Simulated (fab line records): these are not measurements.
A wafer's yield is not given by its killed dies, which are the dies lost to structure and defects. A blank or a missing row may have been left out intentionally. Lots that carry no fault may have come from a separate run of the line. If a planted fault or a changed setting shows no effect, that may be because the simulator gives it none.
Chamber matching | flow nand harc | rie diel-13 running NHARC_A_CONTACT_ETCH_92: 4 sister chambers
The step etches the open film in CH3F/O2, target depth 40 nm, time 85.7 s. 8 wafers are shown with their chamber, then 7 later ones without.

## EACH WAFER AND ITS CHAMBER
wafer  | chamber | showerhead plenum p Torr (Torr) | rf vpp V (V)
L077.1 | 3       | 2.48                            | 244.4
L081.3 | 2       | 2.35                            | 243.8
L081.4 | 1       | 2.45                            | 244.7
L084.3 | 0       | 2.33                            | 242.7
L084.4 | 2       | 2.34                            | 243.4
L084.5 | 0       | 2.33                            | 240.5
L089.4 | 1       | 2.45                            | 243.0
L089.5 | 3       | 2.47                            | 245.3

## WAFERS MISSING THEIR CHAMBER
wafer  | showerhead plenum p Torr (Torr) | rf vpp V (V)
L089.6 | 2.32                            | 243.9
L085.3 | 2.47                            | 246.0
L085.4 | 2.34                            | 242.6
L085.5 | 2.47                            | 244.0
L092.2 | 2.34                            | 243.1
L092.3 | 2.47                            | 242.7
L092.6 | 2.34                            | 242.7

## WHICH CHAMBER EACH ONE RAN IN
wafer  | from the rows above     | in truth
L089.6 | 0                       | 0
L085.3 | 3                       | 3
L085.4 | can't be placed: 2 or 0 | 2
L085.5 | 3                       | 3
L092.2 | can't be placed: 2 or 0 | 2
L092.3 | can't be placed: 3 or 1 | 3
L092.6 | can't be placed: 2 or 0 | 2
Correct placement for 3 of the 7. From these rows, 4 cannot be placed; in 4 the true chamber is one of the candidates. 0 placed wrongly.
How it was worked out, from the rows above alone: a wafer's distance from a chamber is the root of the sum, over the readings, of the square of ((its reading less the chamber's mean) divided by the reading's scatter). The wafer belongs to the nearest chamber; if the next one is less than 2 further off, it can't be placed. The mean given for a chamber averages the wafers shown for that chamber. How the scatter is found: for the shown wafers, subtract from each reading the mean of its chamber, square and add these, divide the total by (wafers less chambers), then take the root.
